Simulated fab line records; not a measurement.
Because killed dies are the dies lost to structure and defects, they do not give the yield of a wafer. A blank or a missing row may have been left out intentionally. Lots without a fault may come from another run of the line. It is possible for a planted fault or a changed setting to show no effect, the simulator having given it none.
A single fault, viewed from 2 desks    flow nand_harc    every desk sees just its own numbers, and what lay behind them comes last

== AT THE METROLOGY DESK ==
What the gauges read, lot by lot, whatever tool the lot ran on: means of the sampled wafers that have a number. If a lot's mean is further than 4 standard deviations from the usual mean, the lot is out of limits and carries the mark OUT (the distance appears in the brackets).
Columns: A = thk_nm at NHARC_P_BONDPAD_THK_MEAS_20, usual 160.5 nm; B = thk_nm at NHARC_A_ONON_D1_THK_MEAS_14, usual 1002 nm
lot   first seen here  A      B
L100  day 7 01:28      161.0  1003
L101  day 7 16:46      159.9  998
L102  day 7 18:32      160.2  994
L103  day 8 11:48      160.3  1014
L104  day 8 19:44      161.1  1005
L107  day 10 05:35     161.5  284 (-84) OUT
L108  day 10 09:28     161.0  297 (-82) OUT
L115  day 13 09:32     160.7  1002
L116  day 13 14:26     162.2  994
L117  day 14 06:25     161.6  993
L118  day 14 13:50     159.3  1003
L119  day 15 02:31     159.5  1013
L120  day 16 00:40     159.6  983
L121  day 16 03:07     159.7  1007
Finding of this desk: L107, L108 out of limits; the first was L107 at day 11 07:52, on thk_nm at NHARC_A_ONON_D1_THK_MEAS_14. In limits: L100, L101, L102, L103, L104, L115, L116, L117, L118, L119, L120, L121.

== THE DEFECT DESK ==
For each lot, the counts of the inspections along the route, averaged over the sampled wafers that have a number. If a lot's mean is further than 4 standard deviations from the usual mean, the lot is out of limits and carries the mark OUT (the distance appears in the brackets).
Columns: A = raw_defect_count at NHARC_A_SOURCE_PLATE_INSPECT_08, usual 59; B = raw_defect_count at NHARC_A_ONON_D1_INSPECT_32, usual 72
lot   first seen here  A    B
L100  day 7 23:43      89   105
L101  day 8 16:24      76   95
L102  day 8 16:24      41   54
L103  day 9 11:39      56   72
L104  day 9 18:35      111  125
L107  day 11 05:01     46   51
L108  day 11 10:53     45   55
L115  day 14 14:26     90   110
L116  day 14 14:26     76   84
L117  day 15 04:49     43   55
L118  day 15 14:58     43   61
L119  day 16 01:37     42   61
L121  day 16 23:26     63   73
L120  day 16 23:27     55   68
Finding of this desk: none of the 14 lots has anything out of limits.

== BROUGHT TOGETHER ==
Metrology desk: alarm possible at day 11 07:52 on L107, L108.
Nothing out of limits was seen by the defect desk.
The defect desk has L107, L108 on record, within its limits.
Of the lots named, all ran NHARC_A_ONON_D1_DEP_12 on pecvd_onon-02.

== WHAT THE SIMULATOR PUT IN ==
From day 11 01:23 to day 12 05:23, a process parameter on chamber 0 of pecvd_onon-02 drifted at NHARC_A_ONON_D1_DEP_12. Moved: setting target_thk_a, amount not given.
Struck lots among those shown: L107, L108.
Per desk, hours elapsed from the start of the fault to the first reading out of limits: for the metrology desk, 6.
